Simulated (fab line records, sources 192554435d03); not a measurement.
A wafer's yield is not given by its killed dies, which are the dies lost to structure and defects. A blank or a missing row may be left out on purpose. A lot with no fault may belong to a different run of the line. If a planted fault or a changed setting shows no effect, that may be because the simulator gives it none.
Chamber matching || flow n5_finfet || N5_BEOL_M8_ALD_77 on ald_metal-03: 4 sister chambers
The step deposits TaN, target thk 2 nm, pulse time 2 s, purge time 3 s. 4 wafers are shown with their chamber, then 12 later ones without.

## WAFERS PAIRED WITH THEIR CHAMBERS
{"wafer": "L088.4", "chamber": 0, "heater_power_w (W)": 431}
{"wafer": "L089.2", "chamber": 3, "heater_power_w (W)": 389}
{"wafer": "L089.4", "chamber": 1, "heater_power_w (W)": 349}
{"wafer": "L089.5", "chamber": 2, "heater_power_w (W)": 401}

## WAFERS WITHOUT THEIR CHAMBER
{"wafer": "L090.1", "heater_power_w (W)": 394}
{"wafer": "L090.4", "heater_power_w (W)": 355}
{"wafer": "L090.5", "heater_power_w (W)": 411}
{"wafer": "L093.1", "heater_power_w (W)": 429}
{"wafer": "L093.3", "heater_power_w (W)": 362}
{"wafer": "L093.5", "heater_power_w (W)": 354}
{"wafer": "L096.1", "heater_power_w (W)": 391}
{"wafer": "L096.2", "heater_power_w (W)": 412}
{"wafer": "L096.3", "heater_power_w (W)": 355}
{"wafer": "L094.1", "heater_power_w (W)": 354}
{"wafer": "L094.4", "heater_power_w (W)": 407}
{"wafer": "L094.5", "heater_power_w (W)": 360}

## EACH ONE'S CHAMBER
{"wafer": "L090.1", "from the rows above": "can't be placed: 3 or 2", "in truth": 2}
{"wafer": "L090.4", "from the rows above": 1, "in truth": 1}
{"wafer": "L090.5", "from the rows above": "can't be placed: 2 or 0 or 3", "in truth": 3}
{"wafer": "L093.1", "from the rows above": 0, "in truth": 0}
{"wafer": "L093.3", "from the rows above": "can't be placed: 1 or 3", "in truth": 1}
{"wafer": "L093.5", "from the rows above": 1, "in truth": 1}
{"wafer": "L096.1", "from the rows above": "can't be placed: 3 or 2", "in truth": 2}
{"wafer": "L096.2", "from the rows above": "can't be placed: 2 or 0 or 3", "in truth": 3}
{"wafer": "L096.3", "from the rows above": 1, "in truth": 1}
{"wafer": "L094.1", "from the rows above": 1, "in truth": 1}
{"wafer": "L094.4", "from the rows above": "can't be placed: 2 or 3", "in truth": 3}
{"wafer": "L094.5", "from the rows above": 1, "in truth": 1}
Correct placement for 6 of the 12. From these rows, 6 cannot be placed; in 6 the true chamber is one of the candidates. 0 placed wrongly.
How it was worked out, from the rows above alone: a wafer's distance from a chamber is the root of the sum, over the readings, of the square of ((its reading less the chamber's mean) divided by the reading's scatter). The wafer belongs to the nearest chamber; if the next one is less than 2 further off, it can't be placed. Each chamber's mean is taken over the wafers shown for it. The scatter: root of mean squared gap, hidden wafer to nearest shown wafer, with one shown wafer a chamber.
